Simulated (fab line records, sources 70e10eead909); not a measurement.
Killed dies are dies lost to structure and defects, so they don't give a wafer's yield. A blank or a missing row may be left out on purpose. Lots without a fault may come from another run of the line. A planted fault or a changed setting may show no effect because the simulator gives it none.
Which tool did it? | flow nand_harc | 24 lots, 72 wafers sampled, at 6 steps of a route of 1302

WHAT THE GAUGES READ, wafer by wafer
NHARC_P_GATE_CD_MEAS_59: target cd 720 nm.
lot  | measured     | on        | cd_nm (nm)
L074 | day 5 12:11  | cd_sem-01 | 720.7 717.8 717.6
L075 | day 6 01:26  | cd_sem-02 | 719.3 718.8 720.0
L076 | day 6 12:28  | cd_sem-02 | 716.1 719.8 718.8
L077 | day 6 20:46  | cd_sem-03 | 721.9 722.7 721.9
L078 | day 7 10:40  | cd_sem-02 | 719.1 715.6 718.5
L079 | day 7 22:59  | cd_sem-02 | 720.9 720.0 718.4
L080 | day 8 03:52  | cd_sem-02 | 720.9 721.2 720.3
L081 | day 8 13:57  | cd_sem-03 | 719.1 721.4 720.2
L082 | day 9 05:47  | cd_sem-03 | 721.5 721.6 723.5
L083 | day 9 15:42  | cd_sem-02 | 718.3 719.7 720.0
L084 | day 10 07:51 | cd_sem-03 | 717.6 717.0 723.0
L085 | day 10 05:28 | cd_sem-01 | 721.1 721.0 721.9
L086 | day 10 13:31 | cd_sem-03 | 723.2 721.4 723.4
L087 | day 10 23:11 | cd_sem-03 | 716.8 721.7 721.5
L088 | day 11 15:50 | cd_sem-02 | 722.5 719.8 719.2
L089 | day 11 21:46 | cd_sem-02 | 716.8 722.2 719.7
L090 | day 12 09:22 | cd_sem-01 | 718.0 717.5 717.3
L091 | day 12 20:49 | cd_sem-01 | 722.4 721.9 720.9
L092 | day 13 01:43 | cd_sem-03 | 723.2 721.9 721.2
L093 | day 13 12:44 | cd_sem-02 | 719.2 716.6 721.0
L095 | day 14 06:35 | cd_sem-01 | 720.4 722.2 719.7
L094 | day 14 07:46 | cd_sem-03 | 718.7 717.9 723.1
L096 | day 14 21:47 | cd_sem-02 | 716.3 716.5 720.1
L097 | day 15 13:54 | cd_sem-02 | 716.4 717.6 719.6

NHARC_P_M0_OVL_MEAS_10: pitch 180 nm.
lot  | measured     | on         | overlay_x_nm (nm) | overlay_y_nm (nm)
L074 | day 5 22:43  | overlay-02 | 0.5 0.2 -0.3      | 0.4 0.7 0.9
L075 | day 6 12:14  | overlay-01 | -0.9 -0.7 -1.1    | 0.5 -0.1 0.2
L076 | day 6 23:20  | overlay-01 | 0.0 0.0 0.2       | 0.9 0.9 0.6
L077 | day 7 07:25  | overlay-02 | -0.9 -1.1 -1.4    | 1.3 0.6 0.9
L078 | day 7 21:20  | overlay-02 | 0.5 0.3 0.5       | 1.0 0.7 0.5
L079 | day 8 10:24  | overlay-01 | 1.1 1.1 1.4       | -0.4 0.0 0.5
L080 | day 8 14:41  | overlay-02 | 1.0 1.9 1.5       | -0.5 -0.2 -0.1
L081 | day 9 00:32  | overlay-02 | -0.8 -0.8 -0.8    | -0.8 -0.7 -0.7
L082 | day 9 16:04  | overlay-02 | -1.0 0.1 -0.6     | 0.6 0.6 1.1
L083 | day 10 02:05 | overlay-01 | -0.6 -0.2 -0.6    | -0.9 -1.0 -0.9
L084 | day 10 18:25 | overlay-02 | 0.8 0.6 0.6       | -0.6 -0.5 -0.7
L085 | day 10 16:07 | overlay-01 | 0.5 0.4 0.9       | 0.5 1.0 0.8
L086 | day 11 03:16 | overlay-02 | 0.2 0.1 -0.1      | 0.5 0.8 0.0
L087 | day 11 09:44 | overlay-01 | -0.3 0.0 0.0      | 0.9 0.9 1.2
L088 | day 12 02:32 | overlay-01 | 0.5 -0.1 0.3      | -0.9 -0.7 -0.7
L089 | day 12 08:24 | overlay-01 | 1.1 1.1 0.4       | -0.3 -1.0 -0.6
L090 | day 12 20:14 | overlay-02 | -1.9 -1.8 -1.8    | -0.7 -0.1 -0.7
L091 | day 13 07:39 | overlay-01 | -0.1 -0.2 0.3     | 0.2 -0.3 -0.3
L092 | day 13 12:32 | overlay-02 | 0.7 0.9 0.4       | -0.2 0.1 0.0
L093 | day 13 23:19 | overlay-02 | 1.9 2.6 2.2       | -0.3 -0.5 -0.1
L095 | day 14 17:35 | overlay-01 | -0.5 -0.2 -0.7    | 0.4 -0.4 -0.1
L094 | day 14 21:40 | overlay-01 | 0.5 0.4 -0.3      | -1.1 -1.2 -1.8
L096 | day 15 08:32 | overlay-01 | -0.5 -0.6 -0.8    | 1.0 1.6 0.8
L097 | day 16 00:28 | overlay-01 | 0.5 0.5 0.3       | -1.5 -1.0 -1.2

WHICH TOOL RAN EACH LOT (tool, then ch and the chambers of the sampled wafers, then the start)
lot  | NHARC_P_GATE_DEP_103            | NHARC_P_GATE_ETCH_114                         | NHARC_P_GATE_DESCUM_48             | NHARC_P_CONTACT_ETCH_18
L074 | pecvd-03 ch 0,1,2, day 4 21:59  | rie_diel-01 ch 0,1,2, day 5 10:35 or earlier  | rie_diel-08 ch 0,2, day 5 10:35    | rie_diel-09 ch 1,2,3, day 5 22:43 or earlier
L075 | pecvd-03 ch 0,1, day 5 11:17    | rie_diel-08 ch 1,2, day 5 23:59 or earlier    | rie_diel-08 ch 0,2,3, day 5 23:59  | rie_diel-09 ch 0,2,3, day 6 12:14 or earlier
L076 | pecvd-02 ch 1,2, day 5 19:56    | rie_diel-08 ch 0,1,3, day 6 11:00 or earlier  | rie_diel-01 ch 0,1,3, day 6 11:00  | rie_diel-12 ch 0,2,3, day 6 23:20 or earlier
L077 | pecvd-03 ch 0,1, day 6 06:38    | rie_diel-03 ch 0,2, day 6 19:17 or earlier    | rie_diel-08 ch 1,2, day 6 19:17    | rie_diel-12 ch 0,1, day 7 07:25 or earlier
L078 | pecvd-03 ch 0,1,2, day 6 20:00  | rie_diel-08 ch 1,2,3, day 7 08:46 or earlier  | rie_diel-01 ch 0,1, day 7 08:46    | rie_diel-05 ch 0,2, day 7 21:20 or earlier
L079 | pecvd-03 ch 0,1,2, day 7 08:47  | rie_diel-03 ch 1,2,3, day 7 21:31 or earlier  | rie_diel-03 ch 2,3, day 7 21:31    | rie_diel-05 ch 0,2,3, day 8 10:24 or earlier
L080 | pecvd-02 ch 0,1, day 7 13:29    | rie_diel-03 ch 1,3, day 8 02:17 or earlier    | rie_diel-08 ch 1,2, day 8 02:17    | rie_diel-09 ch 2,3, day 8 14:41 or earlier
L081 | pecvd-04 ch 0,2, day 7 23:33    | rie_diel-01 ch 0,2,3, day 8 12:20 or earlier  | rie_diel-08 ch 0,3, day 8 12:20    | rie_diel-12 ch 2,3, day 9 00:32 or earlier
L082 | pecvd-04 ch 0,2, day 8 15:31    | rie_diel-01 ch 0,3, day 9 04:11 or earlier    | rie_diel-03 ch 0,3, day 9 04:11    | rie_diel-12 ch 0,1,3, day 9 16:04 or earlier
L083 | pecvd-04 ch 1,2, day 9 01:31    | rie_diel-01 ch 0,1,2, day 9 14:15 or earlier  | rie_diel-03 ch 1,2,3, day 9 14:15  | rie_diel-05 ch 2,3, day 10 02:05 or earlier
L084 | pecvd-02 ch 0,1,2, day 9 11:11  | rie_diel-08 ch 0,3, day 10 06:06 or earlier   | rie_diel-01 ch 1,2, day 10 06:06   | rie_diel-09 ch 0,1, day 10 18:25 or earlier
L085 | pecvd-02 ch 1,2, day 9 15:06    | rie_diel-08 ch 0,2, day 10 03:54 or earlier   | rie_diel-03 ch 1,2,3, day 10 03:54 | rie_diel-05 ch 1,2,3, day 10 16:07 or earlier
L086 | pecvd-02 ch 1,2, day 9 23:06    | rie_diel-01 ch 0,3, day 10 11:56 or earlier   | rie_diel-08 ch 2,3, day 10 11:56   | rie_diel-05 ch 0,1,3, day 11 03:16 or earlier
L087 | pecvd-03 ch 0,1,2, day 10 08:53 | rie_diel-01 ch 1,2, day 10 21:38 or earlier   | rie_diel-01 ch 0,2,3, day 10 21:38 | rie_diel-09 ch 0,1,2, day 11 09:44 or earlier
L088 | pecvd-02 ch 1,2, day 11 01:37   | rie_diel-01 ch 0,3, day 11 14:23 or earlier   | rie_diel-08 ch 0,1, day 11 14:23   | rie_diel-09 ch 0,1, day 12 02:32 or earlier
L089 | pecvd-04 ch 0,2, day 11 07:29   | rie_diel-01 ch 0,2, day 11 20:11 or earlier   | rie_diel-08 ch 0,2, day 11 20:11   | rie_diel-09 ch 0,2, day 12 08:24 or earlier
L090 | pecvd-04 ch 1,2, day 11 19:04   | rie_diel-08 ch 0,2,3, day 12 07:53 or earlier | rie_diel-01 ch 0,2,3, day 12 07:53 | rie_diel-09 ch 0,1, day 12 20:14 or earlier
L091 | pecvd-03 ch 0,1,2, day 12 06:19 | rie_diel-03 ch 0,2, day 12 19:10 or earlier   | rie_diel-01 ch 1,3, day 12 19:10   | rie_diel-09 ch 0,1,3, day 13 07:39 or earlier
L092 | pecvd-02 ch 0,2, day 12 11:04   | rie_diel-01 ch 0,2, day 13 00:15 or earlier   | rie_diel-01 ch 0,2, day 13 00:15   | rie_diel-09 ch 0,1,3, day 13 12:32 or earlier
L093 | pecvd-04 ch 1,2, day 12 22:11   | rie_diel-01 ch 1,2,3, day 13 11:09 or earlier | rie_diel-08 ch 0,1,3, day 13 11:09 | rie_diel-12 ch 1,2,3, day 13 23:19 or earlier
L095 | pecvd-03 ch 0,2, day 13 16:25   | rie_diel-08 ch 0,1,2, day 14 05:00 or earlier | rie_diel-08 ch 1,2, day 14 05:00   | rie_diel-12 ch 0,1,3, day 14 17:35 or earlier
L094 | pecvd-04 ch 0,1, day 13 17:26   | rie_diel-01 ch 0,1,2, day 14 06:19 or earlier | rie_diel-08 ch 0,2,3, day 14 06:19 | rie_diel-09 ch 1,3, day 14 21:40 or earlier
L096 | pecvd-03 ch 1,2, day 14 07:40   | rie_diel-03 ch 0,1,2, day 14 20:11 or earlier | rie_diel-08 ch 1,2,3, day 14 20:11 | rie_diel-05 ch 0,2,3, day 15 08:32 or earlier
L097 | pecvd-03 ch 0,2, day 14 23:45   | rie_diel-08 ch 1,2,3, day 15 12:20 or earlier | rie_diel-01 ch 0,1,3, day 15 12:20 | rie_diel-05 ch 0,1,3, day 16 00:28 or earlier
- NHARC_P_GATE_DEP_103: deposits SiON, target thk 30 nm.
- NHARC_P_GATE_ETCH_114: etches the open film in CF4/O2, target depth 30 nm, overetch 3 nm, time 16.5 s.
- NHARC_P_GATE_DESCUM_48: chemistry O2, time 3 s.
- NHARC_P_CONTACT_ETCH_18: etches the open film in C4F8/O2/Ar, target depth 481 nm, time 240.5 s.

WHAT THE TOOLS THEMSELVES READ (means of the sampled wafers that have a number; where no wafer has one, the mark that the record gives instead)
NHARC_P_GATE_DEP_103.
lot  | tool     | heater_power_w (W)
L074 | pecvd-03 | 777
L075 | pecvd-03 | 708
L076 | pecvd-02 | 710
L077 | pecvd-03 | 669
L078 | pecvd-03 | 748
L079 | pecvd-03 | 779
L080 | pecvd-02 | 766
L081 | pecvd-04 | 738
L082 | pecvd-04 | 688
L083 | pecvd-04 | 805
L084 | pecvd-02 | 755
L085 | pecvd-02 | 642
L086 | pecvd-02 | 702
L087 | pecvd-03 | 805
L088 | pecvd-02 | 690
L089 | pecvd-04 | 695
L090 | pecvd-04 | 815
L091 | pecvd-03 | 815
L092 | pecvd-02 | 771
L093 | pecvd-04 | 813
L095 | pecvd-03 | 670
L094 | pecvd-04 | 712
L096 | pecvd-03 | 747
L097 | pecvd-03 | 822

NHARC_P_GATE_ETCH_114.
lot  | tool        | drypump_motor_current_A (A) | o2_flow_sccm (sccm) | oes_product_au (a.u.) | rf_vpp_V (V) | showerhead_plenum_p_Torr (Torr) | throttle_valve_pct (%)
L074 | rie_diel-01 | 5.4                         | 20.00               | 1.008                 | 199.1        | 1.36                            | 13.402
L075 | rie_diel-08 | 5.2                         | 19.99               | 1.014                 | 198.0        | 1.33                            | 13.394
L076 | rie_diel-08 | 5.5                         | 20.00               | 1.011                 | 197.5        | 1.32                            | 13.399
L077 | rie_diel-03 | 5.7                         | 20.07               | 1.001                 | 197.7        | 1.35                            | 13.400
L078 | rie_diel-08 | 5.5                         | 20.09               | 1.010                 | 199.3        | 1.37                            | 13.398
L079 | rie_diel-03 | 5.9                         | 19.99               | 0.996                 | 199.2        | 1.39                            | 13.411
L080 | rie_diel-03 | 5.9                         | 19.96               | 0.993                 | 197.7        | 1.37                            | 13.397
L081 | rie_diel-01 | 5.5                         | 20.04               | 1.016                 | 198.4        | 1.36                            | 13.394
L082 | rie_diel-01 | 5.2                         | 19.99               | 1.002                 | 198.0        | 1.35                            | 13.396
L083 | rie_diel-01 | 5.4                         | 19.97               | 1.020                 | 199.0        | 1.36                            | 13.403
L084 | rie_diel-08 | 5.7                         | 19.97               | 1.006                 | 197.0        | 1.31                            | 13.404
L085 | rie_diel-08 | 5.4                         | 19.95               | 1.003                 | 198.6        | 1.34                            | 13.404
L086 | rie_diel-01 | 5.4                         | 19.98               | 1.007                 | 198.4        | 1.34                            | 13.401
L087 | rie_diel-01 | 5.5                         | 20.01               | 1.006                 | 197.9        | 1.35                            | 13.399
L088 | rie_diel-01 | 5.2                         | 20.04               | 1.003                 | 198.7        | 1.35                            | 13.403
L089 | rie_diel-01 | 5.3                         | 20.02               | 1.010                 | 197.8        | 1.38                            | 13.400
L090 | rie_diel-08 | 5.6                         | 19.97               | 1.012                 | 197.6        | 1.35                            | 13.398
L091 | rie_diel-03 | 5.7                         | 19.99               | 1.004                 | 197.9        | 1.34                            | 13.391
L092 | rie_diel-01 | 5.5                         | 20.02               | 1.015                 | 199.3        | 1.39                            | 13.404
L093 | rie_diel-01 | 5.6                         | 20.04               | 1.004                 | 198.5        | 1.35                            | 13.400
L095 | rie_diel-08 | 5.3                         | 19.98               | 1.009                 | 197.4        | 1.31                            | 13.396
L094 | rie_diel-01 | 5.3                         | 20.05               | 1.012                 | 197.5        | 1.36                            | 13.399
L096 | rie_diel-03 | 5.8                         | 20.00               | 0.993                 | 198.5        | 1.37                            | 13.397
L097 | rie_diel-08 | 5.5                         | 19.97               | 1.005                 | 197.7        | 1.36                            | 13.391

NHARC_P_GATE_DESCUM_48.
lot  | tool        | drypump_motor_current_A (A) | o2_flow_sccm (sccm) | oes_product_au (a.u.) | rf_vpp_V (V) | showerhead_plenum_p_Torr (Torr) | throttle_valve_pct (%)
L074 | rie_diel-08 | 5.4                         | 200.3               | 1.011                 | 58.2         | 1.92                            | 11.308
L075 | rie_diel-08 | 5.6                         | 199.7               | 1.008                 | 56.9         | 1.93                            | 11.307
L076 | rie_diel-01 | 5.3                         | 200.0               | 1.004                 | 58.2         | 1.92                            | 11.316
L077 | rie_diel-08 | 5.2                         | 200.1               | 1.004                 | 58.2         | 1.94                            | 11.309
L078 | rie_diel-01 | 5.1                         | 200.3               | 1.008                 | 58.7         | 1.94                            | 11.311
L079 | rie_diel-03 | 5.8                         | 200.5               | 1.001                 | 58.2         | 1.95                            | 11.312
L080 | rie_diel-08 | 5.2                         | 200.6               | 1.005                 | 57.2         | 1.90                            | 11.304
L081 | rie_diel-08 | 5.7                         | 199.7               | 1.005                 | 58.6         | 1.87                            | 11.311
L082 | rie_diel-03 | 5.6                         | 200.5               | 0.998                 | 57.6         | 1.88                            | 11.320
L083 | rie_diel-03 | 5.9                         | 199.8               | 1.004                 | 58.0         | 1.98                            | 11.313
L084 | rie_diel-01 | 5.7                         | 199.7               | 1.006                 | 58.4         | 1.97                            | 11.318
L085 | rie_diel-03 | 5.9                         | 199.6               | 0.989                 | 58.6         | 1.98                            | 11.316
L086 | rie_diel-08 | 5.5                         | 199.9               | 1.005                 | 58.1         | 2.00                            | 11.305
L087 | rie_diel-01 | 5.5                         | 200.6               | 1.002                 | 58.4         | 1.96                            | 11.305
L088 | rie_diel-08 | 5.4                         | 199.5               | 1.012                 | 57.5         | 1.81                            | 11.313
L089 | rie_diel-08 | 5.4                         | 199.4               | 1.013                 | 58.2         | 1.85                            | 11.312
L090 | rie_diel-01 | 5.5                         | 200.5               | 1.005                 | 58.5         | 1.95                            | 11.313
L091 | rie_diel-01 | 5.5                         | 200.4               | 0.998                 | 57.6         | 1.89                            | 11.307
L092 | rie_diel-01 | 5.5                         | 199.9               | 1.011                 | 59.0         | 1.99                            | 11.307
L093 | rie_diel-08 | 5.5                         | 199.9               | 1.011                 | 57.5         | 1.89                            | 11.306
L095 | rie_diel-08 | 5.2                         | 200.1               | 1.006                 | 58.2         | 1.90                            | 11.315
L094 | rie_diel-08 | 5.6                         | 200.2               | 0.997                 | 57.3         | 1.93                            | 11.315
L096 | rie_diel-08 | 5.5                         | 200.1               | 1.002                 | 58.0         | 1.95                            | 11.305
L097 | rie_diel-01 | 5.3                         | 199.7               | 1.006                 | 57.3         | 1.91                            | 11.313

NHARC_P_CONTACT_ETCH_18.
lot  | tool        | oes_product_au (a.u.) | rf_vpp_V (V)
L074 | rie_diel-09 | 0.957                 | 977
L075 | rie_diel-09 | 0.956                 | 976
L076 | rie_diel-12 | 0.957                 | 982
L077 | rie_diel-12 | 0.949                 | 981
L078 | rie_diel-05 | 0.922                 | 981
L079 | rie_diel-05 | 0.966                 | 982
L080 | rie_diel-09 | 0.912                 | 973
L081 | rie_diel-12 | 0.956                 | 981
L082 | rie_diel-12 | 0.918                 | 982
L083 | rie_diel-05 | 0.963                 | 987
L084 | rie_diel-09 | 0.957                 | 980
L085 | rie_diel-05 | 0.980                 | 985
L086 | rie_diel-05 | 0.976                 | 980
L087 | rie_diel-09 | 0.964                 | 976
L088 | rie_diel-09 | 0.982                 | 980
L089 | rie_diel-09 | 0.975                 | 975
L090 | rie_diel-09 | 0.928                 | 981
L091 | rie_diel-09 | 0.963                 | 979
L092 | rie_diel-09 | 0.967                 | 980
L093 | rie_diel-12 | 0.951                 | 980
L095 | rie_diel-12 | 0.968                 | 981
L094 | rie_diel-09 | 0.967                 | 981
L096 | rie_diel-05 | 0.943                 | 982
L097 | rie_diel-05 | 0.979                 | 980

THE ANSWER, worked out from the rows above alone
Rule: what is usual is taken from the lots themselves. Put in order of their means at a reading, lots are off if they are a third of the lots or fewer, leave a main group of 4 or more, and stand apart from it by a gap of 3 or more times the standard deviation of the main group's means; of several such gaps the widest counts. A main group whose means are all the same, to the digits that the tables above print for the reading, isn't used. A lot without any number at a reading at which 4 lots or more have one is off too. The other lots that the step has rows for count as sound. The gauges are gone through in route order, then the tools' own readings, and for those a lot's mean is taken as printed above. The first step at which some lot is off is used, and at that step the reading that is off furthest; a lot without a number counts as furthest.
No lot is off at any reading shown: from this, nothing can be told.

WHAT THE SIMULATOR HAD PUT IN
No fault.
